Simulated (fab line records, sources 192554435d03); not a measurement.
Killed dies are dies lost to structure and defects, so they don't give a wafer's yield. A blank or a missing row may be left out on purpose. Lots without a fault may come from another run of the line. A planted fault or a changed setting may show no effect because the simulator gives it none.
A struck lot beside a sound one | flow n5_finfet | 27 steps out of a route of 1938
Sound: wafers L439.3, L439.4, L439.5. Struck: wafers L434.3, L434.4, L434.6. The cause comes at the end.
At each step with rows: each side's tool, then ch and its chambers, then its first start. Under that, the readings that differ: sound wafers | struck wafers | difference of the means | sigmas: that difference in standard deviations of wafers without a fault.
alike: readings whose means differ by less than 2 such deviations, and words and numbers that are the same on both sides. not compared: withheld readings, readings that some wafer has no value for, bounds like >300 that may hide the same value, and numbers for which the record gives no deviation and whose values overlap.
The two part at a step that has a row with sigmas, a row that says differs or no value, or rows on one side only. Numbers that don't overlap but have no deviation are shown without sigmas and don't part them. A reading that every wafer of one side lacks parts them only if that side has two wafers or more.

first, 9 steps without rows for these wafers: N5_FIN_SAQP_PRECLEAN_38 (cleans in O3/DIW, time 45 s); N5_FIN_SAQP_PRECLEAN_45 (cleans in dHF, time 10 s); N5_FIN_SAQP_SRD_39 (time 30 s); N5_FIN_CUT_COAT_18 (time 60 s, resist thk 230 nm); N5_FIN_CUT_COAT_19 (time 60 s, resist thk 20 nm); N5_FIN_CUT_COAT_29 (time 60 s, resist thk 10 nm); N5_FIN_CUT_COAT_02 (resist thk 30 nm); N5_FIN_CUT_EBR_04; N5_FIN_CUT_SOFTBAKE_03 (time 60 s).
N5_FIN_CUT_EXPOSE_05: exposes mask FIN CUT.
  sound on euv_scanner-02 ch 0, day 7 16:04; struck on euv_scanner-01 ch 0, day 6 16:02
  reading              | sound             | struck            | difference | sigmas
  exposure_dose_mJ_cm2 | 45.63 45.57 45.64 | 43.48 43.43 43.46 | -2.16      | -48
  alike: mask
then, 2 steps without rows for these wafers: N5_FIN_CUT_PEB_06 (peb time 60 s); N5_FIN_CUT_DEVELOP_07 (develop time 30 s).
N5_FIN_CUT_CD_MEAS_08: target cd 29.1 nm.
  sound on cd_sem-02 ch 0, day 7 16:11; struck on cd_sem-03 ch 0, day 6 16:10
  reading    | sound             | struck            | difference | sigmas
  cd_nm (nm) | 29.06 29.18 28.93 | 28.22 28.15 28.02 | -0.93      | -4
then, 1 step without rows for these wafers: N5_FIN_CUT_DESCUM_13 (chemistry O2, time 7 s).
N5_FIN_CUT_ETCH_30: etches underlayer in N2/H2, target depth 13 nm, time 10.4 s.
  sound on rie_diel-02 ch 0,2, day 7 16:21; struck on rie_diel-02 ch 1,2, day 6 16:21
  reading                         | sound    | struck     | difference | sigmas
  model.FIN_CUT.cd_offset_nm (nm) | -0.2 0 0 | -1 -0.8 -1 | -1         |
  alike: drypump_motor_current_A, etch_rf_on_time_s, oes_product_au, rf_fwd_power_W, rf_vpp_V, showerhead_plenum_p_Torr, throttle_valve_pct
  not compared: rf_hours_counter_h
then, 9 steps without rows for these wafers: N5_FIN_CUT_ETCH_20 (etches SiARC in CF4, target depth 26 nm, time 43.3 s); N5_FIN_CUT_ETCH_21 (etches SOC in N2/H2, target depth 219 nm, overetch 43.8 nm, time 523.5 s); N5_FIN_CUT_STRIP_23 (strips in N2/H2); N5_FIN_CUT_STRIP_31 (strips in N2/H2); N5_FIN_CUT_STRIP_24 (strips in CF4); N5_FIN_CUT_CUT_ETCH_26 (etches SiNx in CH3F/O2, target depth 39 nm, time 55.7 s); N5_FIN_CUT_CUT_ETCH_27 (etches SiO2 in CHF3/O2, target depth 4 nm, overetch 2 nm, time 4.9 s); N5_FIN_CUT_PRECLEAN_35 (cleans in vHF, time 13.3 s); N5_FIN_CUT_CUT_ETCH_15 (etches Si in HBr/Cl2/O2, target depth 100 nm, bt time 10 s, time 42.4 s).
N5_FIN_CUT_CUT_ETCH_28: etches Si in HBr/Cl2/O2, target depth 6 nm, time 2.4 s.
  sound on rie_si-05 ch 0,1,3, day 7 17:00; struck on rie_si-05 ch 0,1,3, day 6 17:00
  reading                         | sound       | struck         | difference | sigmas
  model.FIN_CUT.cd_offset_nm (nm) | 0.8 0.8 0.8 | -1.2 -0.6 -0.8 | -1.7       |
  alike: drypump_motor_current_A, oes_product_au, throttle_valve_pct
  not compared: rf_fwd_power_W, rf_hours_counter_h
then, 1 step without rows for these wafers: N5_FIN_CUT_STRIP_22 (strips in N2/H2).
-- the record jumps here: 6 days lie between the struck wafers' starts before and after (it left off in module FIN_CUT and takes up again in module BEOL_M4, whose first step shown is number 1111 of the route) --
N5_BEOL_M4_RC_MEAS_101:
  sound on prober-02 ch 0, day 13 15:06; struck on prober-02 ch 0, day 12 19:09
  alike: DIBL_N, DIBL_P, IOFF_N, IOFF_P, ION_N, ION_P, SS_N, SS_P, VT_N, VT_P

WHERE THEY PART
First at N5_FIN_CUT_EXPOSE_05; last, within this record, at N5_FIN_CUT_CD_MEAS_08. Later steps at which nothing parts them and some readings are alike: N5_FIN_CUT_ETCH_30, N5_FIN_CUT_CUT_ETCH_28, N5_BEOL_M4_RC_MEAS_101.

WHY: what the simulator had put in
Process parameter drift: euv_scanner-01, from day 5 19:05 on, at N5_FIN_CUT_EXPOSE_05. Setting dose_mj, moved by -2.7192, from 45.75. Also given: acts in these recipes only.
